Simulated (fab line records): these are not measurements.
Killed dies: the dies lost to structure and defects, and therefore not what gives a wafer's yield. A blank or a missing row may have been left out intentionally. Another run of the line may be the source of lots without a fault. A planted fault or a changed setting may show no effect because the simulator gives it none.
Which of the tools did it? | flow nand harc | 6 lots, 18 wafers sampled, at 2 steps of a route of 1302

== WHAT THE GAUGES READ, wafer by wafer ==
NHARC_THIN_TSV_THK_MEAS_02: measures by ir.
lot  | measured     | on            | thk nm (nm)
L818 | day 25 02:11 | film metro-01 | 3140 3358 3169
L820 | day 25 20:52 | film metro-02 | 3154 3449 3136
L823 | day 26 23:16 | film metro-02 | 2767 2973 3058
L824 | day 27 13:59 | film metro-01 | 3114 2911 3176
L827 | day 28 09:16 | film metro-02 | 3362 3096 3023
L830 | day 29 12:06 | film metro-01 | 3073 2704 2939

== TOOL THAT RAN EACH LOT (tool first, then ch and the chambers of the sampled wafers, then the start) ==
lot  | NHARC_THIN_TSV_CMP_01
L818 | cmp-04 ch 1,2,3, day 25 01:56
L820 | cmp-03 ch 0,1,2, day 25 20:37
L823 | cmp-04 ch 0,1, day 26 23:01
L824 | cmp-04 ch 1,2,3, day 27 13:43
L827 | cmp-04 ch 0,1,3, day 28 09:04
L830 | cmp-02 ch 1,2,3, day 29 11:53
- NHARC_THIN_TSV_CMP_01: polishes.

== THE ANSWER, worked out from the rows above alone ==
Rule: the lots themselves supply what counts as usual. Put in order of their means at a reading, lots are off if they are a third of the lots or fewer, leave a main group of 4 or more, and stand apart from it by a gap of 3 or more times the standard deviation of the main group's means; of several such gaps the widest counts. The tables above print the reading to a certain number of digits; a main group whose means all agree to those digits is not used. Also off: a lot with no number at a reading for which 4 or more lots have one. All remaining lots with rows at the step are treated as sound.
No lot is off on any of the readings shown, so nothing can be concluded from this.

== WHAT HAD BEEN PUT IN BY THE SIMULATOR ==
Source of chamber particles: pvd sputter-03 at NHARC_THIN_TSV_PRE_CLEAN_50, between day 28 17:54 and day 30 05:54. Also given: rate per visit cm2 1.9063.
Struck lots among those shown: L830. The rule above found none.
